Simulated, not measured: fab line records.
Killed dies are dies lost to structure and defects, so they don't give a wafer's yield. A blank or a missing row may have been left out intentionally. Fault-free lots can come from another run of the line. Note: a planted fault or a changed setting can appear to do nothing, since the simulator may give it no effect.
8D (eight disciplines) problem report, filled in by code    flow n5Finfet    the parts of the form that need people (team, actions taken, sign-off) are left out

1. WHAT WENT WRONG
Wafers with no fault read 11.37 s with a standard deviation of 0.22, whereas barrierFieldEndpointS at N5_BEOL_M15_CMP_49 reads a mean of 9.79 s on 1 wafer of 1 lot. Measured from the usual mean, that is -7.2 standard deviations.
The step: polishes, stops on SiO2, t overpolish 4.9 s, target thk 850 nm.
Seen first at day 16 17:17 on cmp-01, wafer L646.5. The record has a number at this step for 33 wafers belonging to 11 lots. Rule for "out" (also "out of limits"): further than 4 standard deviations from the usual mean. The rest of the wafers with a number are treated as sound.

2. WHAT IT IS, WHAT IT ISN'T
question                     is                     is not
which readings at this step  barrierFieldEndpointS  clearingPlatenDownForcePsi, clearingPlatenRpm, motorCurrentA
which lots                   L646                   L632, L633, L634, L635, L637, L639, L640, L641, L643, L650
which wafers of those lots   L646.5                 L646.2, L646.3
read on which tools          cmp-01                 cmp-02, cmp-03
when                         from day 16 17:17      up to then (29 sound wafers); but 3 sound wafers of L650 came after

3. SUSPECTS, AND WHAT RULES EACH OUT
Counting: a tool at a process step up to the reading stays a suspect if it ran every lot that is out. Sound lots after the first of them don't rule it out here, since some wafers of a struck lot are sound.
- pvdSputter-03 at N5_BEOL_M15_DEGAS_41 (time 60 s): kept. It processed L646, the lot that is out, at day 16 16:22, and its most recent sound lot before then was L643 at day 16 03:50.
- pvdSputter-03 at N5_BEOL_M15_SPUTTER_43 (material TaN, target thk 15 nm, time 24.19 s): kept. It processed L646, the lot that is out, at day 16 16:27, and its most recent sound lot before then was L643 at day 16 03:55.
- pvdSputter-03 at N5_BEOL_M15_SPUTTER_44 (material Ta, target thk 15 nm, time 24.19 s): kept. It processed L646, the lot that is out, at day 16 16:32, and its most recent sound lot before then was L643 at day 16 03:59.
- cmp-01 at N5_BEOL_M15_CMP_49 (polishes, stops on SiO2, t overpolish 4.9 s, target thk 850 nm): kept. It processed L646, the lot that is out, at day 16 17:17, and its most recent sound lot before then was L640 at day 15 05:50. Its own barrierFieldEndpointS readings are out on those wafers.
Left after counting: pvdSputter-03 at N5_BEOL_M15_DEGAS_41, pvdSputter-03 at N5_BEOL_M15_SPUTTER_43, pvdSputter-03 at N5_BEOL_M15_SPUTTER_44, cmp-01 at N5_BEOL_M15_CMP_49.

4. THE CAUSE (what the simulator had put in)
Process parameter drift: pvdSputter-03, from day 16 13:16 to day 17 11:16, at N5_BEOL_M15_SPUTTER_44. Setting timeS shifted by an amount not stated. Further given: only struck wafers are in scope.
4 suspects survive the count, and this tool is in that group.

5. SEQUENCE OF EFFECTS, ordered by route
One row per reading whose mean, taken over the struck wafers that have a number, lies over 3 standard deviations from the usual. Only readings for which the record gives a usual standard deviation are gone through. hours: the time from each lot's start at the first step in this table that gives one to its start at this step, as a median over the lots. sigmas: the change in usual standard deviations.
hours  step                reading                usual    on struck wafers  change  sigmas
0      N5_BEOL_M15_CMP_49  barrierFieldEndpointS  11.37 s  9.79              -1.58   -7.2
Its process steps:
- N5_BEOL_M15_CMP_49: polishes, stops on SiO2, t overpolish 4.9 s, target thk 850 nm.

6. HOW IT WOULD HAVE BEEN CAUGHT EARLIER
The fault began at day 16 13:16; the first out-of-limits reading in this record came at day 16 17:17, 4 hours later.
Tool readings at N5_BEOL_M15_SPUTTER_44 with a usual standard deviation given in the record: none out on any struck wafer, hence no alarm at a limit of 4 standard deviations on them.
All the lots that are out (1) had begun N5_BEOL_M15_SPUTTER_44 on pvdSputter-03 by day 16 17:17. Holding the tool at that point would not have protected any of them.
